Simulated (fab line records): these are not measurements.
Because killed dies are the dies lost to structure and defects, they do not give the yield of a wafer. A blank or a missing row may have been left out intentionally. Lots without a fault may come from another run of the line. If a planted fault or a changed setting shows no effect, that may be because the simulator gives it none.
Code-filled problem report in 8D (eight disciplines) form ; flow n5-finfet ; the parts of the form that need people (team, actions taken, sign-off) are left out

1. WHAT WENT WRONG
killed_at_M0_to_M3 at N5_PASSIVATION_PROBE_49 reads a mean of 153 on 6 wafers of 2 lots; wafers without a fault read 35 with a standard deviation of 11. That is +11 standard deviations from the usual mean.
The first sign was on wafer L341.3 at day 14 21:40, on prober-01. Wafers with a number at this step in the record: 36, from 12 lots. By rule, "out" or "out of limits" means more than 4 standard deviations away from the usual mean. The rest of the wafers with a number are treated as sound.

2. WHAT IT IS; WHAT IT IS NOT
question;is;is not
which readings at this step;killed_at_M0_to_M3, defect-limited-yield, killed-dies, sort_bin_5_function, sort-n-pass, sort-yield-pct;killed_at_M4_up, killed-at-contacts, killed-at-front-end, killed-at-other, killed-open, killed-short
which lots;L341, L344;L333, L334, L335, L336, L337, L350, L352, L354, L355, L356
which wafers of those lots;all that have a number;-
read on which tools;prober-01;prober-02
when;from day 14 21:40;"up to then (15 sound wafers); but 15 sound wafers of L350, L352, L354, L355, L356 came after"

3. WHAT RULES OUT EACH SUSPECT
Counting: a tool at any process step up to the reading remains a suspect when it ran all the lots that are out and ran no sound lot after the first of those.
- pvd-sputter-02 at N5_BEOL_M0_SPUTTER_141 (material Cu, target thk 4 nm, time 7.37 s): kept. It ran every lot that is out, first L341 (day 8 22:08), and no sound lot after that.
- prober-01 at N5_PASSIVATION_PROBE_49: ruled out as a lasting fault. The sound lots L352, L354, L356 went through it after L341, its earliest lot that is out (day 14 21:40).
Remaining after the count: pvd-sputter-02 at N5_BEOL_M0_SPUTTER_141.

4. THE CAUSE (what the simulator had put in)
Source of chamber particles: pvd-sputter-02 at N5_BEOL_M0_SPUTTER_141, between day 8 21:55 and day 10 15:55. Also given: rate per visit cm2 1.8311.
The count eliminated every tool but this one.

5. THE EFFECT CHAIN, in route order
Each row: a reading where the mean over the struck wafers with a number is more than 3 standard deviations away from the usual. Only readings for which the record gives a usual standard deviation are gone through. hours: the time from each lot's start at the first step in this table that gives one to its start at this step, as a median over the lots. sigmas: the change in usual standard deviations.
hours;step;reading;usual;on struck wafers;change;sigmas
0;N5_PASSIVATION_PROBE_49;defect-limited-yield;91.2 %;80.8;-10.4;-6.9
0;N5_PASSIVATION_PROBE_49;killed_at_M0_to_M3;35;153;+118;+11
0;N5_PASSIVATION_PROBE_49;killed-dies;104;226;+122;+6.8
0;N5_PASSIVATION_PROBE_49;sort_bin_5_function;5.2 %;11.5;+6.3;+6.6
0;N5_PASSIVATION_PROBE_49;sort-n-pass;1076;954;-122;-6.8
0;N5_PASSIVATION_PROBE_49;sort-yield-pct;91.2 %;80.8;-10.4;-6.9
Its process steps:
- N5_PASSIVATION_PROBE_49

6. HOW IT WOULD HAVE BEEN CAUGHT EARLIER
In this record no reading fell out of limits until day 14 21:40, 144 hours after the fault had begun at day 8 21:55.
No tool reading at N5_BEOL_M0_SPUTTER_141 that has a usual standard deviation in the record was out on any struck wafer, so an alarm limit of 4 standard deviations on those readings would not have fired.
The start of N5_BEOL_M0_SPUTTER_141 on pvd-sputter-02 came by day 14 21:40 for every one of the lots that are out (2). None of them would have been spared by holding the tool at that moment.
